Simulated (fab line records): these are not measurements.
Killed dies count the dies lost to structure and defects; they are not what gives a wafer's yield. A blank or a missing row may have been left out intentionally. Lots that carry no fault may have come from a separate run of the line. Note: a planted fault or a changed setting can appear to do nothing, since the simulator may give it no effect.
fab line records -- flow n5-finfet
record lots=6, wafers=18, last-day=16
route steps=1938 shown BEOL_M14@1763 BEOL_M15@1773
lots untouched by any fault: they come from a run of this same line in which no faults occurred
start-h: hours from the record's first day to the start of the lot's first wafer shown -- wait-h: how many hours have passed since the lot's step before this one -- " unchanged from the row above -- L1.1+2: a row that stands for several wafers -- - no value, or no start given -- * or withheld: withheld -- < > ~ a bound
route shown NAME@n: a module of which the file shows steps, and the number in the route of the first -- usual: average and standard deviation across the fault-free wafers -- same: alike in all rows -- chamber/n: place in a boat -- sites: readings site by site -- _std_site: how widely they spread, as a standard deviation -- _edge_site: mean of outer sites minus mean of inner sites -- radius-mm: how far each site lies from the wafer's centre -- mask NAME#n: copy n -- behind: the tool/chamber that last shaped the wafer -- hold: the reason the lot was held/the length of the hold in hours/how it ended -- device: which transistor (n, p or np) failed to switch -- end of line: tests run on the same wafers once the route is complete -- a step given without rows: its recipe and nothing more -- killed: at the first sort, the dies lost to defects and structure; wafer yield is something else -- map: per-die view of a wafer (x killed, . not killed, _ where there is no die)
set.NAME: setting as actually run; set.NAME@STEP: the setting as run at that earlier step -- model.NAME: the simulator's own value behind a step, which no gauge read
lots at selected steps of the route; one table per step, one row per wafer
services: the hour from which a tool's chamber was out of use, counted from the record's first day as start-h (under 0 if before that day), plus the number of hours and why
## steps
# step N5_BEOL_M14_SPUTTER_44
# recipe material=Ta, target-thk-a=150, temp-c=50, bias-v=80, power-w=15000, chamber-pressure-pa=0.07, time-s=24.19
# usual throttle-valve-pct=30.2/0.93
lot.wafer,tool,chamber,start-h,wait-h,throttle-valve-pct
L425.1,pvd-sputter-01,-,262.37,0.0,32.0
L425.5,pvd-sputter-01,-,262.37,0.0,30.6
L425.6,pvd-sputter-01,-,262.37,0.0,29.2
L428.1,pvd-sputter-01,-,284.46,0.0,31.2
L428.2,pvd-sputter-01,-,284.46,0.0,30.3
L428.6,pvd-sputter-01,-,284.46,0.0,29.2
L431.2,pvd-sputter-03,-,301.12,0.0,28.5
L431.3,pvd-sputter-03,-,301.12,0.0,31.0
L431.6,pvd-sputter-03,-,301.12,0.0,30.5
L434.2,pvd-sputter-02,-,317.99,0.0,30.4
L434.3,pvd-sputter-02,-,317.99,0.0,29.5
L434.4,pvd-sputter-02,-,317.99,0.0,31.2
L437.2,pvd-sputter-03,-,342.92,0.0,30.4
L437.3,pvd-sputter-03,-,342.92,0.0,30.4
L437.5,pvd-sputter-03,-,342.92,0.0,28.3
L439.4,pvd-sputter-01,-,348.83,0.0,31.0
L439.5,pvd-sputter-01,-,348.83,0.0,30.9
L439.6,pvd-sputter-01,-,348.83,0.0,31.7
# step N5_BEOL_M14_SPUTTER_45
# recipe material=Cu, target-thk-a=1000, temp-c=-20, bias-v=60, power-w=26000, chamber-pressure-pa=0.13, time-s=16.67
# step N5_BEOL_M14_ECD_47
# recipe material=Cu, target-thk-a=12480
# step N5_BEOL_M14_ANNEAL_48
# recipe temp-c=225, time-s=90, ambient=N2
# usual anneal-temp-c=224.96/0.18, wafer_temp_C_max=226.2/0.52
lot.wafer,tool,chamber,start-h,wait-h,anneal-temp-c,wafer_temp_C_max
L425.1,rtp-anneal-01,0,262.96,0.3,224.91,225.8
L425.5,rtp-anneal-01,0,262.96,0.3,224.76,225.8
L425.6,rtp-anneal-01,0,262.96,0.3,224.98,225.7
L428.1,rtp-anneal-01,0,284.84,0.1,224.99,226.0
L428.2,rtp-anneal-01,0,284.84,0.1,224.90,225.7
L428.6,rtp-anneal-01,0,284.84,0.1,224.88,225.9
L431.2,rtp-anneal-02,0,301.56,0.2,224.95,226.1
L431.3,rtp-anneal-02,0,301.56,0.2,224.96,225.9
L431.6,rtp-anneal-02,0,301.56,0.2,224.76,226.5
L434.2,rtp-anneal-02,0,318.42,0.2,225.03,226.0
L434.3,rtp-anneal-02,0,318.42,0.2,224.94,226.4
L434.4,rtp-anneal-02,0,318.42,0.2,225.06,226.4
L437.2,rtp-anneal-02,0,343.35,0.2,224.82,226.4
L437.3,rtp-anneal-02,0,343.35,0.2,225.30,227.0
L437.5,rtp-anneal-02,0,343.35,0.2,224.86,226.9
L439.4,rtp-anneal-01,0,350.03,0.9,224.71,225.5
L439.5,rtp-anneal-01,0,350.03,0.9,224.75,225.5
L439.6,rtp-anneal-01,0,350.03,0.9,224.87,225.6
# step N5_BEOL_M14_CMP_49
# recipe stop-on=SiO2, t-overpolish-s=5.2, down-force-psi=2, platen-rpm=80, clearing-platen-down-force-psi=2, clearing-platen-rpm=80, post-cmp-clean=cu-alkaline, target-thk-nm=560, clearing-platen-pad-velocity-m-s=1.5917, pad-velocity-m-s=1.5917
# step N5_BEOL_M14_THK_MEAS_50
# recipe thk-meas-gauge=xrf, reads=Cu_of_BEOL_M14_ECD_47
# usual M14_THK=566/7.9
lot.wafer,tool,chamber,start-h,wait-h,M14_THK[nm]
L425.1,film-metro-02,-,263.57,-,576
L425.5,film-metro-02,-,263.57,-,567
L425.6,film-metro-02,-,263.57,-,566
L428.1,film-metro-01,-,285.43,-,564
L428.2,film-metro-01,-,285.43,-,574
L428.6,film-metro-01,-,285.43,-,572
L431.2,film-metro-01,-,302.12,-,563
L431.3,film-metro-01,-,302.12,-,564
L431.6,film-metro-01,-,302.12,-,562
L434.2,film-metro-02,-,318.97,-,568
L434.3,film-metro-02,-,318.97,-,566
L434.4,film-metro-02,-,318.97,-,558
L437.2,film-metro-02,-,343.90,-,565
L437.3,film-metro-02,-,343.90,-,568
L437.5,film-metro-02,-,343.90,-,556
L439.4,film-metro-02,-,350.49,-,558
L439.5,film-metro-02,-,350.49,-,558
L439.6,film-metro-02,-,350.49,-,559
# step N5_BEOL_M14_PRE_CLEAN_52
# recipe gas=NH3, time-s=15, temp-c=withheld, rf-power-w=300
# step N5_BEOL_M14_DEP_53
# recipe material=SiCN, target-thk-a=500, temp-c=withheld, precursor=3MS/NH3, pressure-torr=3, rf-w=675, time-s=17.8
# usual rf-fwd-power-W=667/3.2, showerhead-plenum-p-Torr=4.174/0.012, throttle-valve-pct=17.7/0.71
lot.wafer,tool,chamber,start-h,wait-h,rf-fwd-power-W,showerhead-plenum-p-Torr,throttle-valve-pct
L425.1,pecvd-03,0,263.63,0.0,665,4.196,17.2
L425.5,pecvd-03,0,263.63,0.0,666,4.189,17.4
L425.6,pecvd-03,2,263.63,0.0,666,4.171,17.4
L428.1,pecvd-03,1,285.50,0.0,670,4.180,17.8
L428.2,pecvd-03,0,285.50,0.0,670,4.187,16.8
L428.6,pecvd-03,1,285.50,0.0,669,4.191,17.9
L431.2,pecvd-01,0,302.19,0.0,669,4.180,19.4
L431.3,pecvd-01,0,302.19,0.0,668,4.184,19.3
L431.6,pecvd-01,0,302.19,0.0,667,4.176,19.3
L434.2,pecvd-03,1,319.04,0.0,667,4.192,17.6
L434.3,pecvd-03,2,319.04,0.0,667,4.175,17.3
L434.4,pecvd-03,1,319.04,0.0,668,4.180,17.5
L437.2,pecvd-01,2,343.96,0.0,668,4.155,17.5
L437.3,pecvd-01,0,343.96,0.0,666,4.163,19.2
L437.5,pecvd-01,0,343.96,0.0,669,4.183,19.4
L439.4,pecvd-01,2,350.56,0.0,667,4.161,17.6
L439.5,pecvd-01,1,350.56,0.0,661,4.162,17.9
L439.6,pecvd-01,0,350.56,0.0,671,4.176,19.2
# step N5_BEOL_M14_RS_MEAS_54
# recipe thk-meas-gauge=four-point-probe, reads=Cu_of_BEOL_M14_ECD_47+Ta_of_BEOL_M14_SPUTTER_44+TaN_of_BEOL_M14_SPUTTER_43
# usual M14_RS=0.0333/0.00037
lot.wafer,tool,chamber,start-h,wait-h,M14_RS[ohm/sq]
L425.1,film-metro-02,-,263.70,0.0,0.0326
L425.5,film-metro-02,-,263.70,0.0,0.0330
L425.6,film-metro-02,-,263.70,0.0,0.0330
L428.1,film-metro-01,-,285.56,0.0,0.0338
L428.2,film-metro-01,-,285.56,0.0,0.0332
L428.6,film-metro-01,-,285.56,0.0,0.0335
L431.2,film-metro-01,-,302.27,0.1,0.0329
L431.3,film-metro-01,-,302.27,0.1,0.0330
L431.6,film-metro-01,-,302.27,0.1,0.0330
L434.2,film-metro-02,-,319.13,0.1,0.0331
L434.3,film-metro-02,-,319.13,0.1,0.0333
L434.4,film-metro-02,-,319.13,0.1,0.0338
L437.2,film-metro-02,-,344.03,0.1,0.0336
L437.3,film-metro-02,-,344.03,0.1,0.0334
L437.5,film-metro-02,-,344.03,0.1,0.0339
L439.4,film-metro-01,-,350.61,0.0,0.0334
L439.5,film-metro-01,-,350.61,0.0,0.0335
L439.6,film-metro-01,-,350.61,0.0,0.0336
# step N5_BEOL_M14_INSPECT_55
# recipe inspect-instrument=darkfield, mode=post-dep
# usual raw-defect-count=72/23
lot.wafer,tool,chamber,start-h,wait-h,raw-defect-count
L425.1,defect-inspect-01,-,263.72,0.0,64
L425.5,defect-inspect-01,-,263.72,0.0,59
L425.6,defect-inspect-01,-,263.72,0.0,53
L428.1,defect-inspect-02,-,285.59,0.0,47
L428.2,defect-inspect-02,-,285.59,0.0,86
L428.6,defect-inspect-02,-,285.59,0.0,80
L431.2,defect-inspect-02,-,302.30,0.0,69
L431.3,defect-inspect-02,-,302.30,0.0,71
L431.6,defect-inspect-02,-,302.30,0.0,57
L434.2,defect-inspect-01,-,319.15,0.0,145
L434.3,defect-inspect-01,-,319.15,0.0,94
L434.4,defect-inspect-01,-,319.15,0.0,91
L437.2,defect-inspect-01,-,344.05,0.0,105
L437.3,defect-inspect-01,-,344.05,0.0,124
L437.5,defect-inspect-01,-,344.05,0.0,83
L439.4,defect-inspect-01,-,350.64,0.0,68
L439.5,defect-inspect-01,-,350.64,0.0,62
L439.6,defect-inspect-01,-,350.64,0.0,101
# step N5_BEOL_M15_ILD_DEP_00
# recipe material=SiO2, target-thk-a=16293, temp-c=400, precursor=TEOS/O2, pressure-torr=6.5, rf-w=900, teos-flow-sccm=161.4, gas=O2, flow-sccm=2650, time-s=346.1
# usual heater-power-w=543/120, rf-fwd-power-W=897.9/2.8, showerhead-plenum-p-Torr=8.34/0.038, throttle-valve-pct=18.7/1.3
lot.wafer,tool,chamber,start-h,wait-h,heater-power-w,rf-fwd-power-W,showerhead-plenum-p-Torr,throttle-valve-pct
L425.1,pecvd-02,1,263.76,0.0,460,894.8,8.34,19.8
L425.5,pecvd-02,0,263.76,0.0,824,893.8,8.28,20.6
L425.6,pecvd-02,2,263.76,0.0,443,894.9,8.38,17.2
L428.1,pecvd-02,0,285.63,0.0,804,898.2,8.28,20.6
L428.2,pecvd-02,2,285.63,0.0,384,896.2,8.38,17.2
L428.6,pecvd-02,1,285.63,0.0,427,903.5,8.32,19.9
L431.2,pecvd-01,2,302.34,0.0,557,896.6,8.35,17.8
L431.3,pecvd-01,2,302.34,0.0,451,894.5,8.34,18.0
L431.6,pecvd-01,2,302.34,0.0,560,896.0,8.34,18.0
L434.2,pecvd-04,1,319.19,0.0,668,900.9,8.36,17.2
L434.3,pecvd-04,2,319.19,0.0,451,899.2,8.36,17.9
L434.4,pecvd-04,0,319.19,0.0,664,901.8,8.37,18.8
L437.2,pecvd-04,1,344.09,0.0,654,893.3,8.34,17.3
L437.3,pecvd-04,2,344.09,0.0,481,900.3,8.34,18.0
L437.5,pecvd-04,2,344.09,0.0,546,900.9,8.37,18.1
L439.4,pecvd-04,0,350.78,0.1,635,896.3,8.41,18.4
L439.5,pecvd-04,1,350.78,0.1,644,900.7,8.35,17.0
L439.6,pecvd-04,2,350.78,0.1,395,897.0,8.38,18.2
# step N5_BEOL_M15_THK_MEAS_01
# recipe reads=SiO2_of_BEOL_M15_ILD_DEP_00
# usual M15_ILD_THK=1630/20
lot.wafer,tool,chamber,start-h,wait-h,M15_ILD_THK[nm]
L425.1,film-metro-02,-,264.01,0.1,1617
L425.5,film-metro-02,-,264.01,0.1,1632
L425.6,film-metro-02,-,264.01,0.1,1642
L428.1,film-metro-02,-,285.88,0.1,1626
L428.2,film-metro-02,-,285.88,0.1,1621
L428.6,film-metro-02,-,285.88,0.1,1643
L431.2,film-metro-01,-,302.70,0.3,1620
L431.3,film-metro-01,-,302.70,0.3,1638
L431.6,film-metro-01,-,302.70,0.3,1623
L434.2,film-metro-01,-,319.44,0.1,1603
L434.3,film-metro-01,-,319.44,0.1,1615
L434.4,film-metro-01,-,319.44,0.1,1642
L437.2,film-metro-02,-,344.34,0.1,1598
L437.3,film-metro-02,-,344.34,0.1,1620
L437.5,film-metro-02,-,344.34,0.1,1641
L439.4,film-metro-02,-,350.93,0.0,1645
L439.5,film-metro-02,-,350.93,0.0,1618
L439.6,film-metro-02,-,350.93,0.0,1627
# step N5_BEOL_M15_COAT_58
# recipe resist=BARC, temp-c=205, time-s=60, spin-rpm=1500, resist-thk-nm=89
# usual dispense-pressure-kPa=53/4.3, spin-speed-rpm=1500.1/1.1
lot.wafer,tool,chamber,start-h,wait-h,dispense-pressure-kPa,spin-speed-rpm,model.BARC_of_BEOL_M15_COAT_58.thk-nm
L425.1,litho-track-04,0,264.04,0.0,47,1501.6,89
L425.5,litho-track-04,0,264.04,0.0,47,1500.0,89
L425.6,litho-track-04,0,264.04,0.0,47,1499.7,88.8
L428.1,litho-track-04,0,285.91,0.0,47,1360.6,93.2
L428.2,litho-track-04,0,285.91,0.0,47,1361.5,93.4
L428.6,litho-track-04,0,285.91,0.0,47,1362.0,93
L431.2,litho-track-04,0,302.73,0.0,47,1361.0,93.2
L431.3,litho-track-04,0,302.73,0.0,47,1360.1,93.2
L431.6,litho-track-04,0,302.73,0.0,47,1361.7,93
L434.2,litho-track-03,0,319.47,0.0,56,1499.1,89
L434.3,litho-track-03,0,319.47,0.0,56,1500.1,89.2
L434.4,litho-track-03,0,319.47,0.0,56,1500.9,89.4
L437.2,litho-track-03,0,344.37,0.0,56,1500.7,89
L437.3,litho-track-03,0,344.37,0.0,56,1500.7,89
L437.5,litho-track-03,0,344.37,0.0,56,1499.5,89
L439.4,litho-track-05,0,350.96,0.0,56,1500.4,89.4
L439.5,litho-track-05,0,350.96,0.0,56,1499.9,89.4
L439.6,litho-track-05,0,350.96,0.0,56,1500.1,89.6
# step N5_BEOL_M15_COAT_04
# recipe spin-rpm=1704, resist-thk-nm=800
# step N5_BEOL_M15_EBR_06
# recipe solvent=PGMEA, ebr-width-mm=1.5
# step N5_BEOL_M15_SOFTBAKE_05
# recipe temp-c=130, time-s=60
# step N5_BEOL_M15_EXPOSE_07
# recipe mask-id=V14, na=0.8, source-shape=annular, sigma-inner=0.5, sigma-outer=0.8, polarization=unpolarized, attpsm-phase-deg=180, dose-mj=41.25
# step N5_BEOL_M15_PEB_08
# recipe peb-temp-c=130, peb-time-s=90
# step N5_BEOL_M15_DEVELOP_09
# recipe develop-time-s=45, rinse-liquid=diw, dry=air-spin, dev-temp-c=21
# step N5_BEOL_M15_HARDBAKE_14
# recipe temp-c=130, time-s=120
# step N5_BEOL_M15_CD_MEAS_10
# recipe target-cd-nm=360, landing-energy-ev=500, detector=se-inlens, polarity=opening
# usual cd-nm=360.8/1.3
lot.wafer,tool,chamber,start-h,wait-h,cd-nm
L425.1,cd-sem-02,0,264.44,-,362.2
L425.5,cd-sem-02,0,264.44,-,362.9
L425.6,cd-sem-02,0,264.44,-,359.8
L428.1,cd-sem-03,0,286.30,-,358.8
L428.2,cd-sem-03,0,286.30,-,362.3
L428.6,cd-sem-03,0,286.30,-,359.5
L431.2,cd-sem-03,0,303.12,-,360.7
L431.3,cd-sem-03,0,303.12,-,361.1
L431.6,cd-sem-03,0,303.12,-,360.2
L434.2,cd-sem-03,0,319.87,-,360.6
L434.3,cd-sem-03,0,319.87,-,360.5
L434.4,cd-sem-03,0,319.87,-,362.0
L437.2,cd-sem-02,0,344.77,-,362.4
L437.3,cd-sem-02,0,344.77,-,360.6
L437.5,cd-sem-02,0,344.77,-,360.9
L439.4,cd-sem-03,0,351.36,-,361.6
L439.5,cd-sem-03,0,351.36,-,359.5
L439.6,cd-sem-03,0,351.36,-,361.1
# step N5_BEOL_M15_OVL_MEAS_11
# recipe points-per-wafer=44
# usual V14_OVL=-1/5.5
lot.wafer,tool,chamber,start-h,wait-h,V14_OVL[nm]
L425.1,overlay-02,0,264.47,0.0,3
L425.5,overlay-02,0,264.47,0.0,-3
L425.6,overlay-02,0,264.47,0.0,3
L428.1,overlay-02,0,286.33,0.0,-10
L428.2,overlay-02,0,286.33,0.0,-1
L428.6,overlay-02,0,286.33,0.0,-11
L431.2,overlay-02,0,303.15,0.0,-13
L431.3,overlay-02,0,303.15,0.0,-8
L431.6,overlay-02,0,303.15,0.0,-16
L434.2,overlay-01,0,319.90,0.0,4
L434.3,overlay-01,0,319.90,0.0,3
L434.4,overlay-01,0,319.90,0.0,0
L437.2,overlay-02,0,344.80,0.0,-9
L437.3,overlay-02,0,344.80,0.0,-6
L437.5,overlay-02,0,344.80,0.0,-4
L439.4,overlay-01,0,351.39,0.0,-1
L439.5,overlay-01,0,351.39,0.0,0
L439.6,overlay-01,0,351.39,0.0,5
# step N5_BEOL_M15_INSPECT_12
# recipe mode=adi, inspect-instrument=macro
# usual raw-defect-count=2.1/1.5
lot.wafer,tool,chamber,start-h,wait-h,raw-defect-count
L425.1,defect-inspect-01,-,264.49,0.0,1
L425.5,defect-inspect-01,-,264.49,0.0,3
L425.6,defect-inspect-01,-,264.49,0.0,2
L428.1,defect-inspect-01,-,286.36,0.0,3
L428.2,defect-inspect-01,-,286.36,0.0,0
L428.6,defect-inspect-01,-,286.36,0.0,1
L431.2,defect-inspect-02,-,303.18,0.0,0
L431.3,defect-inspect-02,-,303.18,0.0,0
L431.6,defect-inspect-02,-,303.18,0.0,2
L434.2,defect-inspect-02,-,319.92,0.0,0
L434.3,defect-inspect-02,-,319.92,0.0,4
L434.4,defect-inspect-02,-,319.92,0.0,2
L437.2,defect-inspect-02,-,344.82,0.0,1
L437.3,defect-inspect-02,-,344.82,0.0,1
L437.5,defect-inspect-02,-,344.82,0.0,1
L439.4,defect-inspect-02,-,351.41,0.0,2
L439.5,defect-inspect-02,-,351.41,0.0,4
L439.6,defect-inspect-02,-,351.41,0.0,4
# step N5_BEOL_M15_DESCUM_15
# recipe chemistry=O2, time-s=7.9, source-power-w=50, bias-power-w=20, pressure-mtorr=20, rf-frequency-hz=2.712e+07, temp-c=40, o2-flow-sccm=225
# usual drypump-motor-current-A=5.7/0.48, oes-product-au=0.82/0.067, rf-fwd-power-W=49.44/0.22, rf-vpp-V=243.3/1.4, showerhead-plenum-p-Torr=2.11/0.064, throttle-valve-pct=20.33/0.19
lot.wafer,tool,chamber,start-h,wait-h,drypump-motor-current-A,oes-product-au,rf-fwd-power-W,rf-hours-counter-h,rf-vpp-V,showerhead-plenum-p-Torr,throttle-valve-pct
L425.1,rie-diel-02,2,264.63,0.1,5.1,0.78,49.54,110,240.9,2.02,20.49
L425.5,rie-diel-02,0,264.63,0.1,6.1,0.74,49.09,-,244.3,2.17,20.06
L425.6,rie-diel-02,2,264.63,0.1,5.1,0.78,49.63,-,241.7,2.02,20.49
L428.1,rie-diel-03,0,286.39,0.0,5.7,0.88,49.40,48,241.8,2.05,19.97
L428.2,rie-diel-03,3,286.39,0.0,5.8,0.86,49.62,58,243.8,2.13,20.36
L428.6,rie-diel-03,3,286.39,0.0,5.7,0.86,49.65,-,242.1,2.13,20.38
L431.2,rie-diel-03,0,303.21,0.0,5.6,0.89,49.88,52,241.5,2.05,19.96
L431.3,rie-diel-03,3,303.21,0.0,5.7,0.85,49.25,64,243.4,2.13,20.37
L431.6,rie-diel-03,3,303.21,0.0,5.7,0.84,49.67,-,243.5,2.13,20.38
L434.2,rie-diel-02,3,320.12,0.2,4.9,0.93,49.23,9,244.5,2.13,20.27
L434.3,rie-diel-02,1,320.12,0.2,5.8,0.90,49.63,28,242.8,2.04,20.49
L434.4,rie-diel-02,2,320.12,0.2,5.1,0.77,49.47,124,240.8,2.01,20.50
L437.2,rie-diel-03,0,344.86,0.0,5.7,0.86,49.27,65,241.4,2.04,19.99
L437.3,rie-diel-03,3,344.86,0.0,5.7,0.82,49.74,77,242.6,2.12,20.38
L437.5,rie-diel-03,2,344.86,0.0,6.4,0.81,49.27,-,245.1,2.20,20.27
L439.4,rie-diel-02,2,351.47,0.1,5.1,0.76,49.75,132,243.1,2.01,20.52
L439.5,rie-diel-02,1,351.47,0.1,5.8,0.88,49.59,-,242.6,2.04,20.52
L439.6,rie-diel-02,2,351.47,0.1,5.1,0.76,49.89,-,241.2,2.01,20.52
# step N5_BEOL_M15_ETCH_59
# recipe chemistry=N2/H2, target=BARC, target-depth-a=890, overetch-a=267, time-s=67.9, ion-energy-ev=200, pressure-mtorr=30, source-w=840, bias-w=150, n2-flow-sccm=200, h2-flow-sccm=200
# usual drypump-motor-current-A=5.7/0.48, oes-product-au=0.70/0.054, rf-fwd-power-W=834.2/2.9, rf-vpp-V=524.3/2.2, showerhead-plenum-p-Torr=2.56/0.081, throttle-valve-pct=17.76/0.17
lot.wafer,tool,chamber,start-h,wait-h,drypump-motor-current-A,oes-product-au,rf-fwd-power-W,rf-hours-counter-h,rf-vpp-V,showerhead-plenum-p-Torr,throttle-valve-pct,model.etch.depth-nm
L425.1,rie-diel-02,2,264.67,0.0,5.1,0.67,833.9,110,521.3,2.45,17.89,88.99
L425.5,rie-diel-02,0,264.67,0.0,6.1,0.64,830.6,-,527.4,2.65,17.69,88.96
L425.6,rie-diel-02,2,264.67,0.0,5.1,0.67,834.4,-,522.0,2.46,17.90,88.76
L428.1,rie-diel-03,0,286.43,0.0,5.7,0.77,833.1,48,520.9,2.48,17.40,93.22
L428.2,rie-diel-03,3,286.43,0.0,5.7,0.75,833.1,58,524.6,2.58,17.77,93.31
L428.6,rie-diel-03,3,286.43,0.0,5.8,0.74,830.9,-,525.3,2.58,17.79,93.07
L431.2,rie-diel-03,0,303.25,0.0,5.7,0.76,834.0,52,521.8,2.48,17.36,93.25
L431.3,rie-diel-03,3,303.25,0.0,5.7,0.74,833.7,64,524.0,2.58,17.79,93.2
L431.6,rie-diel-03,3,303.25,0.0,5.7,0.73,833.6,-,524.0,2.58,17.79,93.06
L434.2,rie-diel-02,3,320.16,0.0,4.9,0.78,829.0,9,525.0,2.59,17.59,89.09
L434.3,rie-diel-02,1,320.16,0.0,5.8,0.77,838.0,28,522.5,2.49,17.88,89.1
L434.4,rie-diel-02,2,320.16,0.0,5.1,0.66,834.1,124,521.5,2.45,17.90,89.38
L437.2,rie-diel-03,0,344.89,0.0,5.6,0.74,839.9,65,522.9,2.48,17.39,88.95
L437.3,rie-diel-03,3,344.89,0.0,5.7,0.71,838.0,77,524.9,2.57,17.81,88.91
L437.5,rie-diel-03,2,344.89,0.0,6.4,0.69,833.9,-,527.8,2.69,17.81,88.92
L439.4,rie-diel-02,2,351.50,0.0,5.1,0.65,838.6,132,521.8,2.45,17.92,89.36
L439.5,rie-diel-02,1,351.50,0.0,5.8,0.75,834.7,-,522.9,2.48,17.91,89.43
L439.6,rie-diel-02,2,351.50,0.0,5.1,0.65,832.4,-,521.8,2.45,17.93,89.67
# step N5_BEOL_M15_VIA_ETCH_16
# recipe chemistry=C4F8/O2/Ar, target=SiO2, he-inner-torr=15, he-outer-torr=30, target-depth-a=17922, time-s=withheld, ion-energy-ev=800, pressure-mtorr=20, source-w=1905, bias-w=2040, Ar_flow_sccm=400, C4F8_flow_sccm=16, O2_flow_sccm=12, ends=cleared
## services
tool,chamber,start-h,hours,kind
rie-diel-03,0,240.51,12.8,repair
rie-diel-02,3,256.42,2.8,repair
rie-diel-02,3,259.42,-,clean
rie-diel-02,3,259.42,-,consumable-replace:focus-ring
rie-diel-02,3,259.42,25.7,scheduled-down
rie-diel-02,3,259.42,25.7,vent-cycle
rie-diel-02,2,267.02,6.3,repair
pecvd-03,-,268.76,0.7,repair
pecvd-03,-,270.53,0.7,repair
pecvd-03,2,273.06,3.7,repair
pecvd-02,2,273.24,6.8,repair
pecvd-01,1,289.93,18.0,repair
pecvd-01,0,293.05,6.1,repair
pvd-sputter-01,-,300.26,1.2,repair
pecvd-03,-,307.08,2.8,pm
rie-diel-02,-,315.20,0.5,repair
pecvd-01,2,315.64,3.9,repair
pecvd-01,-,318.23,0.4,repair
pvd-sputter-01,-,330.77,4.0,repair
rie-diel-02,2,334.70,5.6,repair
rie-diel-03,1,340.21,-,clean
rie-diel-03,1,340.21,-,consumable-replace:focus-ring
rtp-anneal-02,-,349.48,4.0,pm
rie-diel-03,-,349.76,2.8,pm
## key
first-sign step=N5_BEOL_M15_COAT_58, reading=spin-speed-rpm, direction=down, sigmas=99+, usual=*, struck=*
effect none on later readings
model-effect step=N5_BEOL_M15_COAT_58, value=BARC_of_BEOL_M15_COAT_58.thk-nm, without=88.73, struck=93.17
model-effect step=N5_BEOL_M15_ETCH_59, value=etch.depth-nm, without=88.73, struck=93.18
met-at N5_BEOL_M15_COAT_58
struck-wafers L428.1,L428.2,L428.6,L431.2,L431.3,L431.6
onset-between 264.04 285.91
fault kind=process-parameter-drift, tool=litho-track-04, chamber=-, onset-h=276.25, steps=N5_BEOL_M15_COAT_58, channel=spin-rpm, offset=*, shape=step, end-h=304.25, acts-in=*, stated=*
